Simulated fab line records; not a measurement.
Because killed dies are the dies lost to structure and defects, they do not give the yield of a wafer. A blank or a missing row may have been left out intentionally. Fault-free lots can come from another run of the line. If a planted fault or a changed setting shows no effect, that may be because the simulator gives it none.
A struck lot beside a sound one :: flow n5 finfet :: 18 steps out of a route of 1938
Sound: the wafers L891.1, L891.5, L891.6. Struck: wafer L902.1 (L902.3, L902.5, from the same lot, were not struck and are left out); the cause is given at the end.
Per side, at each step with rows, come the tool, then ch with its chambers, and then its first start. Under that, the readings that differ: sound wafers :: struck wafers :: difference of the means :: sigmas: that difference in standard deviations of wafers without a fault.
alike: same words and numbers on both sides, and readings whose means sit less than 2 such deviations apart. not compared: any withheld reading, any reading some wafer has no value for, any bound like >300 that may hide the same value, and any number with overlapping values for which the record gives no deviation.
A row with sigmas, a row that says differs or no value, or rows on one side alone: a step with any of these is where the two part. Numbers that have no deviation but don't overlap get no sigmas and don't part them. A reading missing from all wafers of one side parts the sides only when that side holds two or more wafers.

first, 4 steps without rows for these wafers: N5_BEOL_M1_SOFTBAKE_23 (time 60 s); N5_BEOL_M1_EXPOSE_25 (exposes mask V0, defocus 5 nm, target cd 24 nm); N5_BEOL_M1_PEB_26 (peb time 60 s); N5_BEOL_M1_DEVELOP_27 (develop time 30 s).
N5_BEOL_M1_CD_MEAS_28: target cd y 23.3 nm.
  sound on cd sem-01 ch 0, day 7 16:34; struck on cd sem-03 ch 0, day 10 02:08
  alike: cd nm
N5_BEOL_M1_OVL_MEAS_29:
  sound on overlay-01 ch 0, day 7 16:35; struck on overlay-01 ch 0, day 10 02:10
  alike: V0_OVL
N5_BEOL_M1_INSPECT_30: inspects for defects (brightfield).
  sound on defect inspect-01 at day 7 16:39; struck on defect inspect-01 at day 10 02:13
  alike: raw defect count
N5_BEOL_M1_DESCUM_33: chemistry O2, time 7 s.
  sound on rie diel-03 ch 0,1, day 7 16:41; struck on rie diel-03 ch 3, day 10 02:15
reading: oes product au (a.u.)
sound: 0.69 0.70 0.71
struck: 0.93
difference: +0.23
sigmas: +3

reading: throttle valve pct (%)
sound: 20.88 20.89 20.43
struck: 20.00
difference: -0.73
sigmas: -3
  alike: drypump motor current A, o2 flow sccm, rf vpp V, showerhead plenum p Torr
  not compared: rf hours counter h
N5_BEOL_M1_ETCH_77: etches underlayer in N2/H2, target depth 6.5 nm, time 5.2 s.
  sound on rie diel-03 ch 0,1, day 7 16:43; struck on rie diel-03 ch 3, day 10 02:17
reading: oes product au (a.u.)
sound: 0.60 0.59 0.59
struck: 0.78
difference: +0.19
sigmas: +3

reading: throttle valve pct (%)
sound: 18.23 18.25 18.04
struck: 17.36
difference: -0.81
sigmas: -3
  alike: drypump motor current A, etch rf on time s, rf vpp V, showerhead plenum p Torr
  not compared: rf hours counter h
N5_BEOL_M1_ETCH_69: etches SiARC in CF4, target depth 15.6 nm, time 26 s.
  sound on rie diel-03 ch 0,1, day 7 16:44; struck on rie diel-03 ch 3, day 10 02:18
reading: oes product au (a.u.)
sound: 0.59 0.60 0.58
struck: 0.78
difference: +0.19
sigmas: +3

reading: throttle valve pct (%)
sound: 15.93 15.95 15.80
struck: 15.10
difference: -0.79
sigmas: -3
  alike: drypump motor current A, etch rf on time s, rf vpp V, showerhead plenum p Torr
  not compared: rf hours counter h
N5_BEOL_M1_ALD_98: deposits SiO2, target thk 2.5 nm, pulse time 1 s, co reactant pulse time 1 s.
  sound on ald sin-01 ch 0,2,3, day 7 17:41; struck on ald sin-03 ch 0, day 10 02:23
  alike: heater power w, precursor pulse height rel
N5_BEOL_M1_ETCHBACK_99: etches SiO2 in CHF3, target depth 5 nm, time 10.4 s.
  sound on rie diel-03 ch 0,1,2, day 8 00:35; struck on rie diel-04 ch 2, day 10 05:10
  alike: drypump motor current A, oes_f_703_au, oes product au, rf vpp V, showerhead plenum p Torr, throttle valve pct
  not compared: rf hours counter h
N5_BEOL_M1_ETCH_70: etches SOC in N2/H2, target depth 80 nm, overetch 16 nm, time 120 s.
  sound on rie diel-03 ch 0,1,2, day 8 00:37; struck on rie diel-04 ch 2, day 10 05:12
reading: model.SiARC_of_BEOL_M1_COAT_68.thk nm (nm)
sound: 6.4 6 6.8
struck: 8.4
difference: +2.0
sigmas: 
  alike: drypump motor current A, oes product au, rf vpp V, showerhead plenum p Torr, throttle valve pct
  not compared: rf hours counter h
then, 2 steps without rows for these wafers: N5_BEOL_M1_STRIP_71 (strips in N2/H2); N5_BEOL_M1_STRIP_78 (strips in N2/H2).
N5_BEOL_M1_VIA_ETCH_34: etches the open film in C4F6/O2, target depth 67.8 nm, time 64.4 s.
  sound on rie diel-03 ch 0,1,2, day 8 00:43; struck on rie diel-04 ch 2, day 10 05:18
reading: model.BEOL_M1.cd nm (nm)
sound: 18 18.2 17.8
struck: 17.6
difference: -0.4
sigmas: 
  alike: O2_flow_sccm, drypump motor current A, oes_f_703_au, oes product au, rf vpp V, showerhead plenum p Torr, throttle valve pct
  not compared: rf hours counter h
then, 1 step without rows for these wafers: N5_BEOL_M1_STRIP_83 (strips in C4F6/O2).
N5_BEOL_M4_RC_MEAS_101:
  sound on prober-01 ch 0, day 10 15:33; struck on prober-01 ch 0, day 12 03:11
  alike: DIBL_N, DIBL_P, IOFF_N, IOFF_P, ION_N, ION_P, SS_N, SS_P, VT_N, VT_P

WHERE THEY PART
Last at N5_BEOL_M1_ETCH_69 as far as this record goes, first at N5_BEOL_M1_DESCUM_33. Later steps at which nothing parts them and some readings are alike: N5_BEOL_M1_ALD_98, N5_BEOL_M1_ETCHBACK_99, N5_BEOL_M1_ETCH_70, N5_BEOL_M1_VIA_ETCH_34, N5_BEOL_M4_RC_MEAS_101.

WHY: what had been put in by the simulator
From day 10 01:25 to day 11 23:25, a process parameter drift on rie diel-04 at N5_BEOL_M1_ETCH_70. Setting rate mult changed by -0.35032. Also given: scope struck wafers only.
